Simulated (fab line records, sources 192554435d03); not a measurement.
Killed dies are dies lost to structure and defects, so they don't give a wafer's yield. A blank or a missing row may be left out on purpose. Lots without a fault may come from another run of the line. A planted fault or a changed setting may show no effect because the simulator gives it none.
fab line records | flow n5_finfet
record lots=5 wafers=14 last_day=21
route steps=1938 shown BEOL_M7@1323 BEOL_M8@1332 PASSIVATION@1936
lots that met no fault: from a run of the same line without faults
start_h: hours from the record's first day to the start of the lot's first wafer shown | wait_h: hours since the lot's step before | " the same as in the row above | L1.1+2: a row that stands for several wafers | - no value, or no start given | * or withheld: withheld | < > ~ a bound
route shown NAME@n: a module of which the file shows steps, and the number in the route of the first | usual: mean/standard deviation of fault-free wafers | same: alike in all rows | chamber/n: place in a boat | sites: the reading at each site | _std_site: their standard deviation | _edge_site: outer sites' mean less inner sites' | radius_mm: how far each site lies from the wafer's centre | mask NAME#n: copy n | behind: the tool/chamber that last shaped the wafer | hold: why the lot was held/for how many hours/how that ended | device: the transistor (n, p or np) that didn't switch | end of line: the same wafers' tests at the end of the route | a step without rows: its recipe alone | killed: dies lost to structure and defects at the first sort, not the wafer's yield | map: a wafer's dies, x killed, . not, _ none there
set.NAME: the setting as run; set.NAME@STEP: as run at that earlier step | model.NAME: the simulator's own value behind a step, which no gauge read
lots at some steps of the route; a table a step, a row a wafer
services: from which hour (start_h, from the record's first day; less than 0 if before it) a tool's chamber was out of use, for how many hours, and why
## steps
# step N5_BEOL_M7_SPUTTER_48
# recipe material=Cu target_thk_a=100 temp_c=-20 bias_v=60 power_w=26000 chamber_pressure_pa=0.13 time_s=1.667
# step N5_BEOL_M7_ECD_50
# recipe material=Cu target_thk_a=3000
# step N5_BEOL_M7_ANNEAL_51
# recipe temp_c=225 time_s=90 ambient=N2
# step N5_BEOL_M7_CMP_52
# recipe stop_on=SiCOH_lowk t_overpolish_s=6.9 down_force_psi=1 platen_rpm=50 clearing_platen_down_force_psi=1.5 clearing_platen_rpm=50 post_cmp_clean=cu_alkaline target_thk_nm=80 clearing_platen_pad_velocity_m_s=0.99484 pad_velocity_m_s=0.99484
# step N5_BEOL_M7_PRE_CLEAN_55
# recipe gas=NH3 time_s=15 temp_c=withheld rf_power_w=300
# step N5_BEOL_M7_DEP_56
# recipe material=SiCN target_thk_a=100 temp_c=withheld precursor=3MS/NH3 pressure_torr=3 rf_w=202 time_s=17.5
# step N5_BEOL_M8_ILD_DEP_00
# recipe material=SiCOH_lowk target_thk_a=1797.5 temp_c=300 precursor=DEMS/porogen pressure_torr=5 rf_w=500 time_s=33.4
# step N5_BEOL_M8_CURE_74
# recipe temp_c=385 time_s=240 ambient=He/Ar material=SiCOH_lowk
# step N5_BEOL_M8_PECVD_70
# recipe material=SiO2 target_thk_a=200 temp_c=400 precursor=TEOS/O2 pressure_torr=5.5 rf_w=450 teos_flow_sccm=53.8 gas=O2 flow_sccm=3000 time_s=22.7
# usual heater_power_w=729/70 showerhead_plenum_p_Torr=8.78/0.046 throttle_valve_pct=22.5/1.8
# columns lot.wafer tool chamber start_h wait_h heater_power_w showerhead_plenum_p_Torr throttle_valve_pct model.SiO2_of_BEOL_M8_PECVD_70.thk_nm
L578.1 pecvd-04 1 301.86 0.0 667 8.82 25.7 19.6
L578.3 " 2 " " 849 8.75 20.8 19.4
L578.5 " 2 " " 837 8.76 20.6 19.8
L580.1 pecvd-01 2 310.59 0.0 748 8.79 21.7 16.2
L580.3 " 0 " " 690 8.73 24.1 19.2
L580.6 " 2 " " 730 8.78 21.7 16.8
L581.1 pecvd-01 2 319.86 0.0 765 8.77 21.3 16.4
L581.2 " 1 " " 798 8.85 20.7 20
L581.3 " 0 " " 663 8.74 23.8 19.2
L588.1 pecvd-01 2 330.19 0.0 727 8.80 21.5 16
L588.6 " 0 " " 701 8.73 24.3 16.2
L595.1 pecvd-01 2 419.04 0.0 681 8.78 21.6 19.6
L595.4 " 2 " " 661 8.79 21.4 20
L595.5 " 0 " " 717 8.71 24.1 19.8
# step N5_BEOL_M8_HM_DEP_02
# recipe material=TiN target_thk_a=200 temp_c=25 chamber_pressure_pa=0.49996
# step N5_BEOL_M8_COAT_59
# recipe resist=SOC temp_c=250 time_s=60 spin_rpm=1500 resist_thk_nm=100
# step N5_BEOL_M8_COAT_60
# recipe resist=SiARC temp_c=220 time_s=60 spin_rpm=1500 resist_thk_nm=35
# step N5_BEOL_M8_COAT_05
# recipe resist=CAR-ArF spin_rpm=1500 resist_thk_nm=90
# step N5_BEOL_M8_EBR_07
# recipe solvent=PGMEA ebr_width_mm=1.5
# step N5_BEOL_M8_SOFTBAKE_06
# recipe temp_c=110 time_s=60 resist=CAR-ArF
# step N5_BEOL_M8_EXPOSE_08
# recipe mask_id=M8 na=1.35 source_shape=dipole sigma_inner=0.817 sigma_outer=0.97 polarization=te dose_mj=68.25
# step N5_BEOL_M8_PEB_09
# recipe peb_temp_c=withheld peb_time_s=60 resist=CAR-ArF
# step N5_BEOL_M8_DEVELOP_10
# recipe develop_time_s=30 developer=TMAH resist=CAR-ArF rinse_liquid=diw dry=air_spin dev_temp_c=23
# step N5_BEOL_M8_DESCUM_16
# recipe chemistry=O2 time_s=7.9 source_power_w=50 bias_power_w=20 pressure_mtorr=20 rf_frequency_hz=2.712e+07 temp_c=40 resist=CAR-ArF o2_flow_sccm=225
# step N5_BEOL_M8_ETCH_61
# recipe chemistry=CF4 target=SiARC target_depth_a=455 mask_material=CAR-ArF time_s=75.8 ion_energy_ev=80 pressure_mtorr=40 source_w=545 bias_w=36 Ar_flow_sccm=100 cf4_flow_sccm=100 ends=cleared
# step N5_BEOL_M8_ETCH_62
# recipe chemistry=N2/H2 target=SOC target_depth_a=1100 overetch_a=220 mask_material=SiARC temp_c=40 time_s=165 ion_energy_ev=200 pressure_mtorr=30 source_w=840 bias_w=150 n2_flow_sccm=200 h2_flow_sccm=200
# step N5_BEOL_M8_STRIP_68
# recipe chemistry=N2/H2 temp_c=40 n2_flow_sccm=200 h2_flow_sccm=200 rf_frequency_hz=6e+07
# step N5_BEOL_M8_STRIP_67
# recipe chemistry=CF4 resist=SiARC power_w=300 bias_power_w=75 pressure_mtorr=50 cf4_flow_sccm=150 rf_frequency_hz=6e+07
# step N5_BEOL_M8_HM_OPEN_17
# recipe chemistry=Cl2/BCl3 target_depth_a=200 overetch_a=60 target=TiN mask_material=SOC ion_energy_ev=150 pressure_mtorr=10 icp_w=1000 bias_w=126 Cl2_flow_sccm=53.25 bcl3_flow_sccm=21.75 Ar_flow_sccm=25
# step N5_BEOL_M8_STRIP_19
# recipe chemistry=O2 power_w=400 temp_c=40 pressure_mtorr=30 rf_frequency_hz=6e+07 bias_power_w=0 overash_fraction=0.2 o2_flow_sccm=225
# step N5_BEOL_M8_COAT_63
# recipe resist=SOC temp_c=250 time_s=60 spin_rpm=1500 resist_thk_nm=60
# step N5_BEOL_M8_COAT_64
# recipe resist=SiARC temp_c=220 time_s=60 spin_rpm=1500 resist_thk_nm=12
# step N5_BEOL_M8_COAT_71
# recipe resist=underlayer temp_c=205 time_s=60 spin_rpm=1500 resist_thk_nm=5
# step N5_BEOL_M8_COAT_22
# recipe resist=CAR-EUV spin_rpm=1500 resist_thk_nm=30
# step N5_BEOL_M8_EBR_24
# recipe solvent=PGMEA ebr_width_mm=1.5
# step N5_BEOL_M8_SOFTBAKE_23
# recipe temp_c=110 time_s=60 resist=CAR-EUV
# step N5_BEOL_M8_EXPOSE_25
# recipe mask_id=V7 na=0.33 source_shape=annular sigma_inner=0.4 sigma_outer=0.8 polarization=unpolarized target_cd_nm=40 dose_mj=42.5
# step N5_BEOL_M8_PEB_26
# recipe peb_temp_c=100 peb_time_s=60 resist=CAR-EUV
# step N5_BEOL_M8_DEVELOP_27
# recipe develop_time_s=30 developer=TMAH resist=CAR-EUV rinse_liquid=surfactant_rinse dry=air_spin dev_temp_c=23
# step N5_BEOL_M8_HM_STRIP_39
# recipe chemistry=peroxide_tin_strip material=TiN target_depth_a=250 temp_c=50 time_s=158
# columns lot.wafer tool chamber start_h wait_h model.SiO2_of_BEOL_M8_PECVD_70.thk_nm
L578.1+3 wet_bench-01 1,3 307.56 0.0 19.4
L578.5 " 7 " " 19.6
L580.1 wet_bench-02 3 316.59 0.0 16
L580.3 " 2 " " 19
L580.6 " 6 " " 16.6
L581.1 wet_bench-02 5 325.58 0.0 16.2
L581.2 " 6 " " 19.8
L581.3 " 0 " " 19
L588.1 wet_bench-03 3 337.69 0.0 15.8
L588.6 " 2 " " 16
L595.1 wet_bench-01 6 425.33 0.0 19.4
L595.4 " 1 " " 19.8
L595.5 " 2 " " 19.6
# step N5_BEOL_M8_CMP_52
# recipe stop_on=SiCOH_lowk t_overpolish_s=6.9 down_force_psi=1 platen_rpm=50 clearing_platen_down_force_psi=1.5 clearing_platen_rpm=50 post_cmp_clean=cu_alkaline target_thk_nm=80 clearing_platen_pad_velocity_m_s=0.99484 pad_velocity_m_s=0.99484
# usual barrier_field_endpoint_s=28.4/0.88 clearing_platen_rpm=50.00/0.031 motor_current_A=6.0/0.55 pad_life_wafers=983/560
# columns lot.wafer tool chamber start_h wait_h barrier_field_endpoint_s clearing_platen_rpm motor_current_A pad_life_wafers
L578.3 cmp-04 0 310.48 0.3 28.4 49.99 5.6 1596
L578.1 " 1 " " 29.4 49.98 6.0 1597
L578.5 " 1 " " 29.5 49.97 6.2 -
L580.3 cmp-02 2 319.07 0.2 28.2 49.99 6.2 810
L580.1 " 0 " " 24.5 50.02 6.0 812
L580.6 " 2 " " 24.5 50.03 6.1 -
L581.1 cmp-01 3 329.16 0.3 25.2 50.02 5.6 624
L581.2 " 0 " " 29.4 50.04 6.8 625
L581.3 " 1 " " 28.3 49.99 5.3 626
L588.1 cmp-01 1 340.76 0.3 23.9 49.99 5.5 726
L588.6 " 1 " " 24.0 50.01 5.3 -
L595.1 cmp-01 3 428.74 0.3 28.0 50.01 5.6 1464
L595.4 " 2 " " 27.9 49.98 6.0 1467
L595.5 " 3 " " 28.0 50.02 5.6 -
# step N5_PASSIVATION_PROBE_49
# usual defect_limited_yield=90.9/1.6 killed_at_M0_to_M3=37/11 killed_at_M4_up=15/5.6 killed_at_contacts=13/6.4 killed_at_front_end=39/11 killed_at_other=4/3.1 killed_dies=107/19 killed_open=71/14 killed_short=34/7.8 sort_bin_5_function=5.3/1 sort_bin_6_memory=3.4/0.72 sort_n_pass=1072/20 sort_yield_pct=90.9/1.7
# same gross_dies=1180 killed_at_back_side=0 sort_bin_4_leakage[%]=0 sort_bin_8_speed[%]=0
# columns lot.wafer tool chamber start_h wait_h defect_limited_yield[%] killed_at_M0_to_M3 killed_at_M4_up killed_at_contacts killed_at_front_end killed_at_other killed_dies killed_open killed_short sort_bin_5_function[%] sort_bin_6_memory[%] sort_n_pass sort_yield_pct[%]
L581.1 prober-02 - 410.64 0.0 92.1 34 13 7 37 2 93 64 27 5.1 2.6 1087 92.1
L581.2 prober-02 - 410.69 0.1 89.4 46 15 16 38 10 125 87 35 6.3 4.1 1055 89.4
L581.3 prober-02 - 410.74 0.1 92.8 27 8 3 45 2 85 50 32 4.0 3.0 1095 92.8
L595.1 prober-02 - 494.83 0.0 89.4 40 19 17 44 5 125 94 31 6.4 3.7 1055 89.4
L595.4 prober-02 - 494.98 0.2 89.9 28 15 21 54 1 119 90 27 5.8 4.1 1061 89.9
L595.5 prober-02 - 495.03 0.2 88.2 37 26 24 50 2 139 92 46 7.3 4.0 1041 88.2
# killed by level:class
L581.1 FIN_SAQP:geometric_particle:open=12 BEOL_M2:geometric_particle:open=7 MOL_CONTACT_COAG:geometric_particle:open=7 BEOL_M3:geometric_particle:open=7 BEOL_M0_SAQP:geometric_particle:open=6 BEOL_M0_SAQP:geometric_particle:short=6 FIN_SAQP:geometric_particle:short=4 STI_FIN_REVEAL:geometric_particle:open=4
L581.2 BEOL_M2:geometric_particle:open=15 MOL_CONTACT_COAG:geometric_particle:open=11 FIN_SAQP:geometric_particle:open=10 BEOL_M4:geometric_particle:open=8 BEOL_M1:geometric_particle:open=7 STI_FIN_REVEAL:geometric_particle:open=6 MOL_CONTACT_COAG:geometric_particle:short=5 BEOL_M3:geometric_particle:open=5
L581.3 FIN_SAQP:geometric_particle:open=9 BEOL_M2:geometric_particle:open=9 DUMMY_GATE:geometric_particle:open=7 BEOL_M0_SAQP:geometric_particle:short=6 FIN_SAQP:geometric_particle:short=5 BEOL_M4:geometric_particle:short=5 STI_FIN_REVEAL:geometric_particle:open=4 BEOL_M0_SAQP:geometric_particle:open=4
L595.1 STI_FIN_REVEAL:geometric_particle:open=16 MOL_CONTACT_COAG:geometric_particle:open=14 BEOL_M0_SAQP:geometric_particle:open=11 BEOL_M4:geometric_particle:open=11 BEOL_M0_SAQP:geometric_particle:short=8 DUMMY_GATE:geometric_particle:open=7 BEOL_M2:geometric_particle:open=7 FIN_SAQP:geometric_particle:open=6
L595.4 MOL_CONTACT_COAG:geometric_particle:open=20 FIN_SAQP:geometric_particle:open=18 DUMMY_GATE:geometric_particle:open=9 BEOL_M4:geometric_particle:open=9 FIN_SAQP:geometric_particle:short=7 STI_FIN_REVEAL:geometric_particle:open=7 STI_FIN_REVEAL:geometric_particle:short=5 BEOL_M0_SAQP:geometric_particle:open=5
L595.5 MOL_CONTACT_COAG:geometric_particle:open=18 FIN_SAQP:geometric_particle:short=11 STI_FIN_REVEAL:geometric_particle:open=11 BEOL_M4:geometric_particle:open=8 BEOL_M0_SAQP:geometric_particle:short=7 BEOL_M0_SAQP:geometric_particle:open=7 BEOL_M3:geometric_particle:open=7 FIN_SAQP:geometric_particle:open=6
## services
# columns tool chamber start_h hours kind
cmp-01 - 286.46 1.1 repair
cmp-04 - 289.28 0.3 repair
wet_bench-03 - 293.59 6.7 repair
cmp-01 - 307.26 7.8 pm
cmp-04 - 308.45 1.2 repair
cmp-04 - 319.52 8.4 repair
pecvd-01 1 332.90 2.1 scheduled_down
pecvd-04 1 338.79 16.5 scheduled_down
cmp-04 - 381.92 4.0 pm
cmp-04 - 385.92 - consumable_replace:conditioner
cmp-04 - 385.92 - consumable_replace:pad
cmp-02 - 387.25 5.8 pm
cmp-04 - 396.87 3.4 repair
pecvd-04 1 412.96 2.1 scheduled_down
cmp-02 - 418.69 0.5 repair
## key
first_sign step=N5_BEOL_M8_CMP_52 reading=barrier_field_endpoint_s direction=down sigmas=4.6 usual=28.4 struck=24.4
effect none on later readings
model_effect step=N5_BEOL_M8_PECVD_70 value=SiO2_of_BEOL_M8_PECVD_70.thk_nm without=19.48 struck=16.32
model_effect step=N5_BEOL_M8_HM_STRIP_39 value=SiO2_of_BEOL_M8_PECVD_70.thk_nm without=19.36 struck=16.12
met_at N5_BEOL_M8_PECVD_70
struck_wafers L580.1,L580.6,L581.1,L588.1,L588.6
fault kind=process_parameter_drift tool=pecvd-01 chamber=- onset_h=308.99 steps=N5_BEOL_M8_PECVD_70 channel=time_s offset=* shape=step end_h=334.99 scope=struck_wafers_only acts_in=* stated=*
